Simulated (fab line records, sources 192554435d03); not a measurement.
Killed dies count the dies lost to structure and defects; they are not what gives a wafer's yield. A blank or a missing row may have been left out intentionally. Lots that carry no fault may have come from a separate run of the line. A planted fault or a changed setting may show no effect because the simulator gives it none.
What tool caused it? | flow n5-finfet | Sampling: 24 lots, 72 wafers, 5 of 1938 route steps

WHAT THE GAUGES SHOWED, per wafer
N5_BEOL_M4_CD_MEAS_11 targets a cd of 16.79 nm. Usual: cd-nm 16.75 nm, standard deviation 0.26.
lot  | measured     | on        | cd-nm (nm)        | flag
L074 | day 7 23:08  | cd-sem-03 | 17.18 16.99 16.96 |
L075 | day 9 19:59  | cd-sem-01 | 16.96 16.80 16.82 |
L077 | day 10 12:46 | cd-sem-02 | 16.80 17.30 16.54 |
L078 | day 10 14:08 | cd-sem-02 | 16.40 16.80 16.64 |
L076 | day 10 14:19 | cd-sem-03 | 16.59 16.85 16.81 |
L079 | day 10 19:35 | cd-sem-01 | 16.22 16.37 16.35 |
L080 | day 10 22:22 | cd-sem-03 | 16.89 16.63 17.26 |
L082 | day 10 23:51 | cd-sem-03 | 16.51 16.72 16.71 |
L081 | day 11 01:42 | cd-sem-03 | 16.90 16.93 17.02 |
L083 | day 11 14:19 | cd-sem-02 | 16.78 17.15 16.84 |
L084 | day 11 17:25 | cd-sem-01 | 16.82 16.72 16.66 |
L085 | day 12 15:53 | cd-sem-01 | 16.51 17.07 16.89 |
L086 | day 12 18:52 | cd-sem-01 | 16.78 16.34 16.42 |
L087 | day 12 19:02 | cd-sem-02 | 16.56 16.92 17.09 |
L088 | day 12 19:13 | cd-sem-01 | 16.57 16.82 16.84 |
L089 | day 13 15:05 | cd-sem-02 | 17.06 16.78 16.80 |
L090 | day 13 21:31 | cd-sem-02 | 16.79 16.41 16.41 |
L092 | day 13 22:02 | cd-sem-03 | 16.45 16.77 16.24 |
L091 | day 13 22:13 | cd-sem-02 | 16.86 17.23 17.05 |
L093 | day 13 22:48 | cd-sem-01 | 16.74 17.00 16.35 |
L096 | day 15 14:32 | cd-sem-02 | 16.50 16.45 16.59 |
L095 | day 15 14:58 | cd-sem-01 | 16.51 16.48 16.09 |
L094 | day 15 17:53 | cd-sem-03 | 16.79 16.70 17.09 |
L097 | day 15 19:16 | cd-sem-01 | 17.33 16.34 16.68 |

N5_BEOL_M4_OVL_MEAS_12. Usual: M4_OVL -0.1 nm, standard deviation 0.7.
lot  | measured     | on         | M4_OVL (nm)    | flag
L074 | day 7 23:10  | overlay-02 | -1.0 -0.3 -1.5 |
L075 | day 9 20:01  | overlay-01 | 0.2 0.8 0.7    |
L077 | day 10 12:48 | overlay-02 | 0.5 0.2 -0.7   |
L078 | day 10 14:10 | overlay-02 | 1.3 1.0 0.7    |
L076 | day 10 14:20 | overlay-01 | -0.2 -0.5 -1.7 |
L079 | day 10 19:37 | overlay-01 | 0.6 1.4 0.0    |
L080 | day 10 22:24 | overlay-02 | 0.7 0.0 0.6    |
L082 | day 10 23:53 | overlay-01 | 0.4 0.0 -0.2   |
L081 | day 11 01:44 | overlay-01 | -0.1 -0.5 -0.8 |
L083 | day 11 14:20 | overlay-02 | -0.7 -1.2 -1.2 |
L084 | day 11 17:26 | overlay-01 | -0.1 0.7 -0.2  |
L085 | day 12 15:56 | overlay-01 | 0.9 -0.8 0.5   |
L086 | day 12 18:54 | overlay-02 | -0.2 -0.5 -1.5 |
L087 | day 12 19:05 | overlay-01 | 0.0 -0.5 -0.3  |
L088 | day 12 19:16 | overlay-01 | -0.1 0.1 -0.4  |
L089 | day 13 15:07 | overlay-02 | 0.4 -0.1 0.7   |
L090 | day 13 21:33 | overlay-01 | -0.7 -0.4 -0.4 |
L092 | day 13 22:04 | overlay-01 | -0.3 -0.7 -0.3 |
L091 | day 13 22:16 | overlay-02 | 0.8 0.3 0.4    |
L093 | day 13 22:50 | overlay-01 | 0.4 0.7 0.1    |
L096 | day 15 14:34 | overlay-01 | 1.0 0.4 0.5    |
L095 | day 15 15:00 | overlay-01 | 0.5 0.5 0.4    |
L094 | day 15 17:55 | overlay-01 | -1.0 -0.3 0.3  |
L097 | day 15 19:18 | overlay-02 | 0.8 1.0 1.1    |

WHAT TOOL EACH LOT RAN ON (gives the tool, then ch and the chambers of the sampled wafers, and finally the start)
lot  | N5_BEOL_M3_ANNEAL_89         | N5_BEOL_M3_ANNEAL_91         | N5_BEOL_M3_SPUTTER_92
L074 | pvd-sputter-01, day 7 10:11  | pvd-sputter-01, day 7 10:25  | pvd-sputter-01, day 7 10:33
L075 | pvd-sputter-01, day 8 16:27  | pvd-sputter-01, day 8 16:40  | pvd-sputter-01, day 8 16:49
L077 | pvd-sputter-03, day 10 07:47 | pvd-sputter-03, day 10 08:00 | pvd-sputter-03, day 10 08:08
L078 | pvd-sputter-02, day 10 10:57 | pvd-sputter-02, day 10 11:10 | pvd-sputter-02, day 10 11:19
L076 | pvd-sputter-01, day 10 11:01 | pvd-sputter-01, day 10 11:14 | pvd-sputter-01, day 10 11:22
L079 | pvd-sputter-03, day 10 15:24 | pvd-sputter-03, day 10 15:37 | pvd-sputter-03, day 10 15:46
L080 | pvd-sputter-01, day 10 18:16 | pvd-sputter-01, day 10 18:29 | pvd-sputter-01, day 10 18:38
L082 | pvd-sputter-02, day 10 21:05 | pvd-sputter-02, day 10 21:18 | pvd-sputter-02, day 10 21:26
L081 | pvd-sputter-01, day 10 21:55 | pvd-sputter-01, day 10 22:08 | pvd-sputter-01, day 10 22:16
L083 | pvd-sputter-01, day 11 11:05 | pvd-sputter-01, day 11 11:18 | pvd-sputter-01, day 11 11:26
L084 | pvd-sputter-02, day 11 14:35 | pvd-sputter-02, day 11 14:48 | pvd-sputter-02, day 11 14:56
L085 | pvd-sputter-03, day 12 11:52 | pvd-sputter-03, day 12 12:05 | pvd-sputter-03, day 12 12:14
L086 | pvd-sputter-02, day 12 14:08 | pvd-sputter-02, day 12 14:21 | pvd-sputter-02, day 12 14:29
L087 | pvd-sputter-01, day 12 14:46 | pvd-sputter-01, day 12 14:59 | pvd-sputter-01, day 12 15:07
L088 | pvd-sputter-02, day 12 16:05 | pvd-sputter-02, day 12 16:19 | pvd-sputter-02, day 12 16:27
L089 | pvd-sputter-03, day 13 07:31 | pvd-sputter-03, day 13 07:44 | pvd-sputter-03, day 13 07:52
L090 | pvd-sputter-01, day 13 18:19 | pvd-sputter-01, day 13 18:32 | pvd-sputter-01, day 13 18:41
L092 | pvd-sputter-03, day 13 19:02 | pvd-sputter-03, day 13 19:15 | pvd-sputter-03, day 13 19:23
L091 | pvd-sputter-02, day 13 19:16 | pvd-sputter-02, day 13 19:29 | pvd-sputter-02, day 13 19:38
L093 | pvd-sputter-01, day 13 20:12 | pvd-sputter-01, day 13 20:25 | pvd-sputter-01, day 13 20:34
L096 | pvd-sputter-01, day 15 10:09 | pvd-sputter-01, day 15 10:22 | pvd-sputter-01, day 15 10:31
L095 | pvd-sputter-02, day 15 11:45 | pvd-sputter-02, day 15 11:58 | pvd-sputter-02, day 15 12:07
L094 | pvd-sputter-02, day 15 13:35 | pvd-sputter-02, day 15 13:49 | pvd-sputter-02, day 15 13:57
L097 | pvd-sputter-03, day 15 16:17 | pvd-sputter-03, day 15 16:31 | pvd-sputter-03, day 15 16:39
- N5_BEOL_M3_ANNEAL_89: time 240 s.
- N5_BEOL_M3_ANNEAL_91: time 240 s.
- N5_BEOL_M3_SPUTTER_92: material Cu, target thk 4.5 nm, time 8.29 s.

AS READ BY THE TOOLS THEMSELVES (means over the sampled wafers that have a number; for cases with no such wafer, the mark the record gives instead)
N5_BEOL_M3_ANNEAL_89. Usual: heater-power-w 864 W, standard deviation 89.
lot  | tool           | heater-power-w (W) | flag
L074 | pvd-sputter-01 | 928                |
L075 | pvd-sputter-01 | 920                |
L077 | pvd-sputter-03 | 725                |
L078 | pvd-sputter-02 | 886                |
L076 | pvd-sputter-01 | 919                |
L079 | pvd-sputter-03 | 777                |
L080 | pvd-sputter-01 | 880                |
L082 | pvd-sputter-02 | 913                |
L081 | pvd-sputter-01 | 925                |
L083 | pvd-sputter-01 | 971                |
L084 | pvd-sputter-02 | 876                |
L085 | pvd-sputter-03 | 766                |
L086 | pvd-sputter-02 | 875                |
L087 | pvd-sputter-01 | 918                |
L088 | pvd-sputter-02 | 929                |
L089 | pvd-sputter-03 | 729                |
L090 | pvd-sputter-01 | 876                |
L092 | pvd-sputter-03 | 773                |
L091 | pvd-sputter-02 | 893                |
L093 | pvd-sputter-01 | 929                |
L096 | pvd-sputter-01 | 922                |
L095 | pvd-sputter-02 | 877                |
L094 | pvd-sputter-02 | 888                |
L097 | pvd-sputter-03 | 778                |

N5_BEOL_M3_ANNEAL_91. Usual: heater-power-w 865 W, standard deviation 89.
lot  | tool           | heater-power-w (W) | flag
L074 | pvd-sputter-01 | 952                |
L075 | pvd-sputter-01 | 937                |
L077 | pvd-sputter-03 | 731                |
L078 | pvd-sputter-02 | 886                |
L076 | pvd-sputter-01 | 915                |
L079 | pvd-sputter-03 | 770                |
L080 | pvd-sputter-01 | 873                |
L082 | pvd-sputter-02 | 926                |
L081 | pvd-sputter-01 | 926                |
L083 | pvd-sputter-01 | 969                |
L084 | pvd-sputter-02 | 885                |
L085 | pvd-sputter-03 | 771                |
L086 | pvd-sputter-02 | 875                |
L087 | pvd-sputter-01 | 905                |
L088 | pvd-sputter-02 | 928                |
L089 | pvd-sputter-03 | 711                |
L090 | pvd-sputter-01 | 876                |
L092 | pvd-sputter-03 | 793                |
L091 | pvd-sputter-02 | 888                |
L093 | pvd-sputter-01 | 919                |
L096 | pvd-sputter-01 | 916                |
L095 | pvd-sputter-02 | 869                |
L094 | pvd-sputter-02 | 892                |
L097 | pvd-sputter-03 | 771                |

N5_BEOL_M3_SPUTTER_92. Usual: chuck-sensor-temp-C -15.9 C, standard deviation 0.5; substrate-temp-c -19.98 C, standard deviation 0.11; throttle-valve-pct 29.7 %, standard deviation 1.1.
lot  | tool           | chuck-sensor-temp-C (C) | substrate-temp-c (C) | throttle-valve-pct (%) | flag
L074 | pvd-sputter-01 | -15.4                   | -19.99               | 30.1                   |
L075 | pvd-sputter-01 | -15.5                   | -20.05               | 29.6                   |
L077 | pvd-sputter-03 | -16.4                   | -19.93               | 28.7                   |
L078 | pvd-sputter-02 | -16.1                   | -20.00               | 30.2                   |
L076 | pvd-sputter-01 | -15.5                   | -20.02               | 29.5                   |
L079 | pvd-sputter-03 | -16.3                   | -20.03               | 28.9                   |
L080 | pvd-sputter-01 | -15.5                   | -19.99               | 29.2                   |
L082 | pvd-sputter-02 | -16.0                   | -19.96               | 29.6                   |
L081 | pvd-sputter-01 | -15.8                   | -19.99               | 29.6                   |
L083 | pvd-sputter-01 | -15.9                   | -20.00               | 30.2                   |
L084 | pvd-sputter-02 | -16.1                   | -19.91               | 30.1                   |
L085 | pvd-sputter-03 | -16.2                   | -19.95               | 28.8                   |
L086 | pvd-sputter-02 | -16.1                   | -19.93               | 30.2                   |
L087 | pvd-sputter-01 | -15.9                   | -19.95               | 29.2                   |
L088 | pvd-sputter-02 | -16.2                   | -20.01               | 29.5                   |
L089 | pvd-sputter-03 | -16.2                   | -20.00               | 29.9                   |
L090 | pvd-sputter-01 | -15.5                   | -20.02               | 29.0                   |
L092 | pvd-sputter-03 | -16.2                   | -20.03               | 28.4                   |
L091 | pvd-sputter-02 | -15.8                   | -19.95               | 30.4                   |
L093 | pvd-sputter-01 | -15.4                   | -20.05               | 30.0                   |
L096 | pvd-sputter-01 | -15.5                   | -20.03               | 29.5                   |
L095 | pvd-sputter-02 | -16.1                   | -19.91               | 30.0                   |
L094 | pvd-sputter-02 | -15.7                   | -19.92               | 30.5                   |
L097 | pvd-sputter-03 | -16.1                   | -19.97               | 29.2                   |

THE ANSWER, worked out from the rows above alone
Rule: lot off if the mean of its wafers having a number is beyond 3 standard deviations from the usual mean. Also off: a lot with no number at a reading for which 4 or more lots have one. The other lots that the step has rows for count as sound. First the gauges in route order, then the tools' own readings, where a lot's mean is used as printed above. At the first step where some lot is off, the reading lying furthest off is the one used; lots without a number count as furthest.
No lot is off at any reading shown: from this, nothing can be told.

WHAT THE SIMULATOR HAD PUT IN
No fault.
